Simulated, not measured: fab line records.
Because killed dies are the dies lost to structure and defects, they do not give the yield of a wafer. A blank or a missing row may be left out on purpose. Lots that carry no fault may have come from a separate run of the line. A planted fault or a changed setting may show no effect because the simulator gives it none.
Check for tools in common + flow nand harc + 1 lot, 3 wafers sampled

## REASON FOR OPENING
At NHARC_END_SORT_01 the reading killed at periphery is flagged on 1 of 1 lot. Wafers without a fault read 4.1, standard deviation 3.
Rule: a lot gets a flag if all its wafers with a number sit over 4 standard deviations from that mean, or if no wafer of it has a number. The other lots count as sound.

| lot  | measured     | on        | killed at periphery, wafer by wafer | flag    |
|------|--------------|-----------|-------------------------------------|---------|
| L209 | day 31 22:11 | prober-01 | 643 638 640                         | FLAGGED |
On average the flagged lots read 640.3, which is +636.2 against the usual, or +99 or more standard deviations.

## LOT BY LOT: THE TOOL USED
Before the reading, the record contains 3 process steps out of a 1302-step route. Each cell gives the tool, then ch followed by the chambers the sampled wafers passed through, then the start.
| lot  | flag    | NHARC_P_ZERO_WELL_ETCH_63       | NHARC_P_ZERO_WELL_EXPOSE_34      | NHARC_P_ZERO_WELL_DESCUM_54       |
|------|---------|---------------------------------|----------------------------------|-----------------------------------|
| L209 | FLAGGED | rie si-02 ch 0,2,3, day 8 23:33 | krf scanner-02 ch 0, day 9 02:01 | rie diel-13 ch 0,2,3, day 9 04:02 |
These steps, and what they do:
- NHARC_P_ZERO_WELL_ETCH_63: etches the open film in HBr/Cl2, target depth 120 nm, time 40.1 s.
- NHARC_P_ZERO_WELL_EXPOSE_34: exposes mask P PWELL, target cd 720 nm.
- NHARC_P_ZERO_WELL_DESCUM_54: chemistry O2, time 3 s.
- NHARC_END_SORT_01

## FLAGGED OVER TOTAL, TOOL BY TOOL (the gauges that took the reading come last)
| step                        | tool           | lots run | flagged | share of the flagged lots | sound lots run after its first flagged lot |
|-----------------------------|----------------|----------|---------|---------------------------|--------------------------------------------|
| NHARC_P_ZERO_WELL_ETCH_63   | rie si-02      | 1        | 1       | all                       | 0                                          |
| NHARC_P_ZERO_WELL_EXPOSE_34 | krf scanner-02 | 1        | 1       | all                       | 0                                          |
| NHARC_P_ZERO_WELL_DESCUM_54 | rie diel-13    | 1        | 1       | all                       | 0                                          |
| NHARC_END_SORT_01           | prober-01      | 1        | 1       | all                       | 0                                          |

## THE TABLE: WHAT IT ALLOWS
4 rows of the table ran every flagged lot: rie si-02 at NHARC_P_ZERO_WELL_ETCH_63, krf scanner-02 at NHARC_P_ZERO_WELL_EXPOSE_34, rie diel-13 at NHARC_P_ZERO_WELL_DESCUM_54, prober-01 at NHARC_END_SORT_01.
- rie si-02 at NHARC_P_ZERO_WELL_ETCH_63: 1 of its 1 lot flagged. The start can't be narrowed down: in this sample, it ran no sound lot prior to its first flagged lot.
- krf scanner-02 at NHARC_P_ZERO_WELL_EXPOSE_34: 1 of its 1 lot flagged. The start can't be narrowed down: in this sample, it ran no sound lot prior to its first flagged lot.
- rie diel-13 at NHARC_P_ZERO_WELL_DESCUM_54: 1 of its 1 lot flagged. The start can't be narrowed down: in this sample, it ran no sound lot prior to its first flagged lot.
- prober-01 at NHARC_END_SORT_01: 1 of its 1 lot flagged. The start can't be narrowed down: in this sample, it ran no sound lot prior to its first flagged lot.
Counting lots can't tell these 4 tools apart, because each fits a fault that began at some hour. More lots, or a look at what each step does to the wafer, might.

## WHAT THE SIMULATOR HAD PUT IN
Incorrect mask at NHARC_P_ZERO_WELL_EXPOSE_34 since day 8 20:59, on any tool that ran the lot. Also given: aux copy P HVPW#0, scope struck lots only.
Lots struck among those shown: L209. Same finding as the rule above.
